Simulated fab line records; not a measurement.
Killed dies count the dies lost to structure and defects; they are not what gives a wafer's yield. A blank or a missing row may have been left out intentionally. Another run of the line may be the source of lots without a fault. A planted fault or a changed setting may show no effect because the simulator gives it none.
Chamber matching / flow n5 finfet / rie si-01 running N5_FIN_SAQP_MANDREL2_REMOVE_60: 4 sister chambers
The step chemistry HBr/Cl2/O2, target a-Si, stops on SiNx, bt time 10 s. 4 wafers are shown with their chamber, then 8 later ones without.

EACH WAFER AND ITS CHAMBER
wafer=L084.5; chamber=1; throttle valve pct (%)=36.79
wafer=L086.4; chamber=2; throttle valve pct (%)=36.42
wafer=L087.4; chamber=3; throttle valve pct (%)=36.42
wafer=L092.4; chamber=0; throttle valve pct (%)=36.48

WAFERS WHOSE CHAMBER IS MISSING
wafer=L092.5; throttle valve pct (%)=36.48
wafer=L092.6; throttle valve pct (%)=36.80
wafer=L093.1; throttle valve pct (%)=36.79
wafer=L093.2; throttle valve pct (%)=36.44
wafer=L093.6; throttle valve pct (%)=36.82
wafer=L097.2; throttle valve pct (%)=36.42
wafer=L097.3; throttle valve pct (%)=36.50
wafer=L097.5; throttle valve pct (%)=36.44

THE CHAMBER EACH PASSED THROUGH
wafer=L092.5; from the rows above=0; in truth=0
wafer=L092.6; from the rows above=1; in truth=1
wafer=L093.1; from the rows above=1; in truth=1
wafer=L093.2; from the rows above=can't be placed: 2 or 3 or 0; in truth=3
wafer=L093.6; from the rows above=1; in truth=1
wafer=L097.2; from the rows above=can't be placed: 2 or 3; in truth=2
wafer=L097.3; from the rows above=0; in truth=0
wafer=L097.5; from the rows above=can't be placed: 2 or 3 or 0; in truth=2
Placed correctly: 5 of 8. These rows do not allow placing 3 (true chamber among the candidates in 3). Wrongly placed: 0.
How it was worked out, from the rows above alone: a wafer's distance from a chamber is the root of the sum, over the readings, of the square of ((its reading less the chamber's mean) divided by the reading's scatter). If the next closest chamber is less than 2 further off than the closest, the wafer can't be placed; otherwise it belongs to the closest. For every chamber, the mean is computed from those of its wafers that are shown. The scatter: root of mean squared gap, hidden wafer to nearest shown wafer, with one shown wafer a chamber.
